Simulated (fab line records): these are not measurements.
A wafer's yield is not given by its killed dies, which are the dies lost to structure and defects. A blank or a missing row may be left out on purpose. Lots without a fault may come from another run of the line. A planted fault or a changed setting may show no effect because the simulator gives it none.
Chamber matching -- flow n5_finfet -- 4 sister chambers for N5_DUMMY_GATE_ETCH_23 on rie_si-06
The step etches poly-Si in HBr/Cl2/O2, target depth 41 nm, time 22.3 s. 18 wafers are shown with their chamber, then 9 later ones without.

== WAFERS PAIRED WITH THEIR CHAMBERS ==
wafer,chamber,throttle_valve_pct (%),oes_product_au (a.u.)
L074.4,0,36.7,1.022
L074.5,0,36.7,1.014
L074.6,1,37.5,1.010
L075.2,2,37.3,0.994
L075.3,1,37.5,1.002
L075.4,3,37.1,0.992
L085.2,0,36.8,1.007
L085.5,0,36.7,1.014
L085.6,1,37.5,1.003
L088.3,3,37.1,0.999
L088.5,3,37.1,0.999
L088.6,0,36.7,1.010
L090.3,1,37.5,0.993
L090.5,2,37.1,0.971
L090.6,1,37.5,0.989
L091.1,2,37.1,0.969
L091.4,1,37.5,0.997
L091.5,3,37.1,0.985

SIGNATURES (means of the wafers above)
reading,chamber 0,chamber 1,chamber 2,chamber 3,scatter within a chamber
throttle_valve_pct,36.720,37.500,37.167,37.100,0.0498
oes_product_au,1.01340,0.99900,0.97800,0.99375,0.00817
Rule: for each reading, subtract the chamber's mean from the wafer's reading, divide by that reading's scatter and square the result; add these up over the readings and take the root, which gives the wafer's distance from the chamber. The wafer belongs to the nearest chamber; if the next one is less than 2 further off, it can't be placed. How the scatter is found: for the shown wafers, subtract from each reading the mean of its chamber, square and add these, divide the total by (wafers less chambers), then take the root.

== WAFERS WITHOUT THEIR CHAMBER ==
wafer,throttle_valve_pct (%),oes_product_au (a.u.)
L094.1,37.1,0.974
L094.2,37.1,0.988
L094.6,36.7,1.010
L095.1,36.7,1.010
L095.5,36.7,1.005
L095.6,37.1,0.994
L097.1,37.2,0.972
L097.3,36.7,1.009
L097.5,37.1,0.997

== WHICH CHAMBER EACH WENT THROUGH ==
wafer,from the rows above,in truth
L094.1,can't be placed: 2 or 3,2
L094.2,can't be placed: 3 or 2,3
L094.6,0,0
L095.1,0,0
L095.5,0,0
L095.6,3,3
L097.1,2,2
L097.3,0,0
L097.5,3,3
Correct placement for 7 of the 9. From these rows, 2 cannot be placed; in 2 the true chamber is one of the candidates. Placed wrongly: 0.
